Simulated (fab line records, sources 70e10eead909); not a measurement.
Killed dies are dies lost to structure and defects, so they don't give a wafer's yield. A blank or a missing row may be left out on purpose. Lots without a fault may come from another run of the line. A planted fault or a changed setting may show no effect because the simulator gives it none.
Which tool did it? | flow nand_harc | 24 lots, 72 wafers sampled, at 6 steps of a route of 1159

WHAT THE GAUGES READ, wafer by wafer
NHARC_A_CONTACT_OVL_MEAS_43.
lot  | measured     | on         | overlay_x_nm (nm) | overlay_y_nm (nm)
L074 | day 15 19:14 | overlay-02 | -0.2 -0.2 0.2     | -1.6 -1.7 -1.5
L075 | day 16 07:55 | overlay-02 | 0.3 0.5 0.1       | -0.2 -0.4 -0.5
L077 | day 16 12:54 | overlay-02 | -0.9 -1.0 -0.6    | 0.6 0.2 0.3
L076 | day 16 13:33 | overlay-01 | -0.7 -0.6 -0.7    | 0.2 0.8 0.4
L078 | day 16 22:34 | overlay-02 | 1.1 1.1 1.0       | -0.7 0.1 -0.3
L081 | day 17 19:56 | overlay-01 | -0.5 -0.7 -0.3    | 0.6 0.3 0.4
L079 | day 17 10:22 | overlay-02 | 0.6 0.2 0.3       | -1.0 -0.8 -0.6
L080 | day 17 14:36 | overlay-01 | 1.2 0.8 1.0       | -1.0 -0.4 -0.2
L083 | day 18 18:02 | overlay-01 | -1.2 -0.8 -1.5    | 0.0 -0.4 -0.4
L082 | day 18 17:37 | overlay-01 | 0.3 -0.3 0.5      | 1.0 1.1 0.9
L084 | day 19 04:40 | overlay-02 | 0.0 -0.4 -0.3     | 1.5 1.5 1.4
L087 | day 19 03:28 | overlay-01 | 1.5 1.4 1.5       | 1.9 1.2 1.6
L086 | day 19 07:35 | overlay-02 | -0.1 -1.0 -0.2    | -0.5 0.0 0.1
L085 | day 19 08:50 | overlay-02 | 1.6 2.1 1.8       | 1.1 1.0 0.9
L088 | day 19 12:24 | overlay-01 | 0.3 0.1 0.0       | -0.5 -0.3 0.2
L089 | day 19 22:07 | overlay-02 | -0.8 -0.5 -0.3    | 0.1 0.1 0.2
L090 | day 19 21:56 | overlay-02 | -0.6 -0.4 -0.8    | -0.2 -0.7 -0.5
L093 | day 20 23:01 | overlay-01 | 0.4 0.4 0.2       | -1.3 -1.2 -0.5
L094 | day 21 08:41 | overlay-02 | 0.5 0.7 0.7       | -0.2 -0.9 -0.2
L092 | day 21 04:18 | overlay-01 | 0.6 1.3 1.0       | -0.8 -1.1 -0.8
L091 | day 21 17:13 | overlay-01 | 0.6 1.0 0.9       | 1.1 0.5 0.6
L097 | day 21 20:56 | overlay-01 | 0.4 -0.2 0.1      | -0.4 -0.7 -0.2
L096 | day 21 16:57 | overlay-02 | 1.5 1.6 1.9       | -0.7 -0.3 0.0
L095 | day 22 03:43 | overlay-01 | 0.9 1.3 1.2       | -0.2 -0.1 -0.5

NHARC_A_CONTACT_CD_MEAS_53.
lot  | measured     | on        | cd_nm (nm)
L074 | day 15 22:41 | cd_sem-01 | 190.1 190.2 189.6
L075 | day 16 11:20 | cd_sem-01 | 190.2 190.6 190.1
L077 | day 16 17:11 | cd_sem-01 | 188.0 188.9 188.9
L076 | day 16 16:57 | cd_sem-03 | 189.0 189.6 188.5
L078 | day 17 02:03 | cd_sem-01 | 190.1 190.5 190.2
L081 | day 17 23:19 | cd_sem-03 | 189.0 189.2 189.4
L079 | day 17 13:49 | cd_sem-03 | 189.7 190.6 190.3
L080 | day 17 17:59 | cd_sem-03 | 190.3 190.2 190.5
L083 | day 18 21:38 | cd_sem-01 | 189.7 190.3 189.6
L082 | day 18 20:59 | cd_sem-03 | 190.4 190.1 189.8
L084 | day 19 08:17 | cd_sem-01 | 188.8 189.6 189.4
L087 | day 19 06:55 | cd_sem-03 | 190.4 189.8 189.9
L086 | day 19 11:08 | cd_sem-02 | 189.9 190.3 189.8
L085 | day 19 12:17 | cd_sem-01 | 190.0 190.2 189.1
L088 | day 19 15:48 | cd_sem-02 | 190.7 189.9 190.2
L089 | day 20 02:09 | cd_sem-02 | 190.3 190.1 190.3
L090 | day 20 01:39 | cd_sem-01 | 189.4 189.1 188.9
L093 | day 21 02:34 | cd_sem-02 | 189.9 189.4 189.0
L094 | day 21 12:05 | cd_sem-01 | 190.4 191.1 190.7
L092 | day 21 08:11 | cd_sem-02 | 189.4 189.4 189.9
L091 | day 21 20:53 | cd_sem-01 | 189.9 189.6 189.7
L097 | day 22 00:43 | cd_sem-01 | 189.5 189.2 189.2
L096 | day 21 21:01 | cd_sem-02 | 189.8 189.5 189.8
L095 | day 22 07:43 | cd_sem-03 | 189.1 189.3 188.3

WHICH TOOL RAN EACH LOT (tool, then ch and the chambers of the sampled wafers, then the start)
lot  | NHARC_A_WL_FILL_ALD_19              | NHARC_A_CONTACT_DEP_28        | NHARC_A_CONTACT_ETCH_48            | NHARC_A_CONTACT_ETCH_117
L074 | ald_metal-02 ch 0,1,2, day 15 04:56 | acl_dep-01 ch 0, day 15 16:10 | rie_diel-11 ch 0,2,3, day 15 19:28 | har_cap_etch-01 ch 0,1, day 15 21:19
L075 | ald_metal-03 ch 1,3, day 15 17:26   | acl_dep-03 ch 0, day 16 04:33 | rie_diel-05 ch 0,2,3, day 16 08:07 | har_cap_etch-01 ch 0,1, day 16 09:56
L077 | ald_metal-03 ch 1,2,3, day 16 00:56 | acl_dep-01 ch 0, day 16 10:14 | rie_diel-05 ch 1,2,3, day 16 13:16 | har_cap_etch-01 ch 0,1, day 16 15:50
L076 | ald_metal-04 ch 0,2,3, day 16 00:58 | acl_dep-03 ch 0, day 16 11:15 | rie_diel-08 ch 0,1,3, day 16 13:45 | har_cap_etch-03 ch 0,1, day 16 15:37
L078 | ald_metal-04 ch 0,1,3, day 16 10:15 | acl_dep-02 ch 0, day 16 19:31 | rie_diel-05 ch 0,1,2, day 16 22:46 | har_cap_etch-02 ch 0,1, day 17 00:41
L081 | ald_metal-03 ch 0,1,3, day 17 00:52 | acl_dep-02 ch 0, day 17 16:55 | rie_diel-05 ch 0,2,3, day 17 20:08 | har_cap_etch-01 ch 0,1, day 17 21:57
L079 | ald_metal-04 ch 0,2,3, day 17 00:52 | acl_dep-01 ch 0, day 17 07:38 | rie_diel-11 ch 0,2,3, day 17 10:32 | har_cap_etch-02 ch 0,1, day 17 12:28
L080 | ald_metal-02 ch 0,1,3, day 17 00:53 | acl_dep-02 ch 0, day 17 11:54 | rie_diel-08 ch 0,2,3, day 17 14:47 | har_cap_etch-03 ch 0,1, day 17 16:37
L083 | ald_metal-03 ch 0,1,2, day 18 08:07 | acl_dep-02 ch 0, day 18 14:59 | rie_diel-08 ch 1,2,3, day 18 18:18 | har_cap_etch-01 ch 0,1, day 18 20:13
L082 | ald_metal-02 ch 0,1,2, day 18 08:07 | acl_dep-01 ch 0, day 18 14:57 | rie_diel-05 ch 0,1,3, day 18 17:48 | har_cap_etch-03 ch 0,1, day 18 19:38
L084 | ald_metal-03 ch 2,3, day 18 15:07   | acl_dep-02 ch 0, day 19 02:07 | rie_diel-05 ch 1,2, day 19 04:53   | har_cap_etch-02 ch 1, day 19 06:56
L087 | ald_metal-02 ch 0,2,3, day 18 15:07 | acl_dep-01 ch 0, day 19 00:25 | rie_diel-11 ch 0,2,3, day 19 03:43 | har_cap_etch-03 ch 0,1, day 19 05:32
L086 | ald_metal-04 ch 0,1,3, day 18 21:34 | acl_dep-01 ch 0, day 19 05:16 | rie_diel-08 ch 1,2,3, day 19 07:48 | har_cap_etch-03 ch 0,1, day 19 09:44
L085 | ald_metal-03 ch 2,3, day 18 21:34   | acl_dep-02 ch 0, day 19 05:51 | rie_diel-05 ch 0,1,2, day 19 09:01 | har_cap_etch-01 ch 1, day 19 10:55
L088 | ald_metal-02 ch 0,2,3, day 18 21:37 | acl_dep-01 ch 0, day 19 09:42 | rie_diel-11 ch 0,1, day 19 12:35   | har_cap_etch-02 ch 0,1, day 19 14:26
L089 | ald_metal-02 ch 1,2,3, day 19 10:38 | acl_dep-02 ch 0, day 19 19:27 | rie_diel-11 ch 1,2,3, day 19 22:28 | har_cap_etch-01 ch 0,1, day 20 00:41
L090 | ald_metal-03 ch 0,1,2, day 19 10:40 | acl_dep-01 ch 0, day 19 19:38 | rie_diel-11 ch 0,2,3, day 19 22:10 | har_cap_etch-02 ch 0,1, day 20 00:13
L093 | ald_metal-02 ch 2,3, day 20 10:23   | acl_dep-02 ch 0, day 20 20:42 | rie_diel-05 ch 1,2,3, day 20 23:11 | har_cap_etch-02 ch 0,1, day 21 01:13
L094 | ald_metal-04 ch 1,2,3, day 20 10:25 | acl_dep-02 ch 0, day 21 06:23 | rie_diel-05 ch 0,2,3, day 21 08:53 | har_cap_etch-02 ch 0,1, day 21 10:45
L092 | ald_metal-03 ch 0,1,2, day 20 10:26 | acl_dep-02 ch 0, day 21 01:24 | rie_diel-11 ch 0,2, day 21 04:32   | har_cap_etch-01 ch 0,1, day 21 06:49
L091 | ald_metal-04 ch 2,3, day 21 01:35   | acl_dep-02 ch 0, day 21 14:43 | rie_diel-05 ch 0,1,3, day 21 17:25 | har_cap_etch-03 ch 0,1, day 21 19:29
L097 | ald_metal-03 ch 0,1, day 21 01:35   | acl_dep-01 ch 0, day 21 17:54 | rie_diel-05 ch 1,2, day 21 21:08   | har_cap_etch-03 ch 0,1, day 21 23:19
L096 | ald_metal-02 ch 0,2,3, day 21 01:38 | acl_dep-03 ch 0, day 21 14:01 | rie_diel-08 ch 1,2,3, day 21 17:17 | har_cap_etch-01 ch 0,1, day 21 19:20
L095 | ald_metal-04 ch 1,3, day 21 06:14   | acl_dep-02 ch 0, day 22 00:40 | rie_diel-11 ch 0,2,3, day 22 03:55 | har_cap_etch-01 ch 0,1, day 22 06:03
- NHARC_A_WL_FILL_ALD_19: deposits TiN, target thk 2 nm, pulse time 3 s, ald cycles 100.
- NHARC_A_CONTACT_DEP_28: deposits aC, target thk 3600 nm.
- NHARC_A_CONTACT_ETCH_48: etches the open film in CF4, target depth 39 nm, time 65 s.
- NHARC_A_CONTACT_ETCH_117: etches the open film in C4F8/O2/Ar, time 94 s, target depth 922 nm.

WHAT THE TOOLS THEMSELVES READ (means of the sampled wafers that have a number; where no wafer has one, the mark that the record gives instead)
NHARC_A_WL_FILL_ALD_19.
lot  | tool         | heater_power_w (W) | precursor_pulse_height_rel
L074 | ald_metal-02 | 998                | 1.001
L075 | ald_metal-03 | 1055               | 1.000
L077 | ald_metal-03 | 1074               | 0.993
L076 | ald_metal-04 | 1232               | 1.010
L078 | ald_metal-04 | 1273               | 0.981
L081 | ald_metal-03 | 1035               | 0.997
L079 | ald_metal-04 | 1243               | 0.989
L080 | ald_metal-02 | 1051               | 0.996
L083 | ald_metal-03 | 1076               | 0.987
L082 | ald_metal-02 | 1030               | 1.001
L084 | ald_metal-03 | 1110               | 1.005
L087 | ald_metal-02 | 1038               | 1.017
L086 | ald_metal-04 | 1225               | 1.012
L085 | ald_metal-03 | 1094               | 1.011
L088 | ald_metal-02 | 1035               | 1.000
L089 | ald_metal-02 | 1101               | 1.003
L090 | ald_metal-03 | 1092               | 0.990
L093 | ald_metal-02 | 1106               | 1.006
L094 | ald_metal-04 | 1148               | 1.011
L092 | ald_metal-03 | 1077               | 0.979
L091 | ald_metal-04 | 1102               | 0.987
L097 | ald_metal-03 | 1053               | 1.014
L096 | ald_metal-02 | 1050               | 1.019
L095 | ald_metal-04 | 1217               | 0.972

NHARC_A_CONTACT_DEP_28.
lot  | tool       | throttle_valve_pct (%)
L074 | acl_dep-01 | 35.003
L075 | acl_dep-03 | 35.003
L077 | acl_dep-01 | 34.998
L076 | acl_dep-03 | 35.001
L078 | acl_dep-02 | 34.997
L081 | acl_dep-02 | 34.996
L079 | acl_dep-01 | 34.995
L080 | acl_dep-02 | 35.007
L083 | acl_dep-02 | 34.991
L082 | acl_dep-01 | 35.003
L084 | acl_dep-02 | 34.998
L087 | acl_dep-01 | 35.006
L086 | acl_dep-01 | 34.999
L085 | acl_dep-02 | 35.004
L088 | acl_dep-01 | 34.999
L089 | acl_dep-02 | 35.000
L090 | acl_dep-01 | 35.000
L093 | acl_dep-02 | 35.002
L094 | acl_dep-02 | 34.999
L092 | acl_dep-02 | 34.993
L091 | acl_dep-02 | 34.994
L097 | acl_dep-01 | 35.002
L096 | acl_dep-03 | 34.992
L095 | acl_dep-02 | 35.001

NHARC_A_CONTACT_ETCH_48.
lot  | tool        | drypump_motor_current_A (A) | oes_product_au (a.u.) | rf_vpp_V (V) | showerhead_plenum_p_Torr (Torr) | throttle_valve_pct (%)
L074 | rie_diel-11 | 6.1                         | 0.999                 | 150.4        | 1.74                            | 13.283
L075 | rie_diel-05 | 6.1                         | 1.004                 | 152.7        | 1.84                            | 13.282
L077 | rie_diel-05 | 5.8                         | 1.010                 | 151.8        | 1.85                            | 13.278
L076 | rie_diel-08 | 5.7                         | 1.001                 | 150.7        | 1.72                            | 13.280
L078 | rie_diel-05 | 5.9                         | 1.010                 | 152.8        | 1.84                            | 13.291
L081 | rie_diel-05 | 6.1                         | 1.003                 | 152.6        | 1.84                            | 13.278
L079 | rie_diel-11 | 6.1                         | 1.001                 | 149.9        | 1.73                            | 13.280
L080 | rie_diel-08 | 5.7                         | 1.002                 | 152.2        | 1.80                            | 13.295
L083 | rie_diel-08 | 5.5                         | 0.999                 | 151.7        | 1.74                            | 13.280
L082 | rie_diel-05 | 5.8                         | 1.006                 | 153.2        | 1.85                            | 13.279
L084 | rie_diel-05 | 5.6                         | 1.004                 | 152.9        | 1.84                            | 13.286
L087 | rie_diel-11 | 6.1                         | 1.005                 | 150.3        | 1.73                            | 13.281
L086 | rie_diel-08 | 5.5                         | 1.004                 | 151.3        | 1.74                            | 13.287
L085 | rie_diel-05 | 5.9                         | 1.004                 | 151.0        | 1.84                            | 13.279
L088 | rie_diel-11 | 6.1                         | 0.999                 | 152.3        | 1.80                            | 13.280
L089 | rie_diel-11 | 6.2                         | 1.001                 | 150.2        | 1.74                            | 13.285
L090 | rie_diel-11 | 6.1                         | 0.997                 | 151.2        | 1.73                            | 13.286
L093 | rie_diel-05 | 5.8                         | 0.996                 | 152.2        | 1.84                            | 13.282
L094 | rie_diel-05 | 6.2                         | 1.006                 | 151.5        | 1.83                            | 13.285
L092 | rie_diel-11 | 5.9                         | 0.999                 | 151.4        | 1.76                            | 13.288
L091 | rie_diel-05 | 5.8                         | 0.994                 | 151.7        | 1.84                            | 13.287
L097 | rie_diel-05 | 5.6                         | 1.007                 | 152.3        | 1.84                            | 13.291
L096 | rie_diel-08 | 5.5                         | 0.997                 | 151.6        | 1.82                            | 13.281
L095 | rie_diel-11 | 6.1                         | 1.014                 | 150.1        | 1.72                            | 13.288

THE ANSWER, worked out from the rows above alone
Rule: what is usual is taken from the lots themselves. Put in order of their means at a reading, lots are off if they are a third of the lots or fewer, leave a main group of 4 or more, and stand apart from it by a gap of 3 or more times the standard deviation of the main group's means; of several such gaps the widest counts. A main group whose means are all the same, to the digits that the tables above print for the reading, isn't used. A lot without any number at a reading at which 4 lots or more have one is off too. The other lots that the step has rows for count as sound. The gauges are gone through in route order, then the tools' own readings, and for those a lot's mean is taken as printed above. The first step at which some lot is off is used, and at that step the reading that is off furthest; a lot without a number counts as furthest.
No lot is off at any reading shown: from this, nothing can be told.

WHAT THE SIMULATOR HAD PUT IN
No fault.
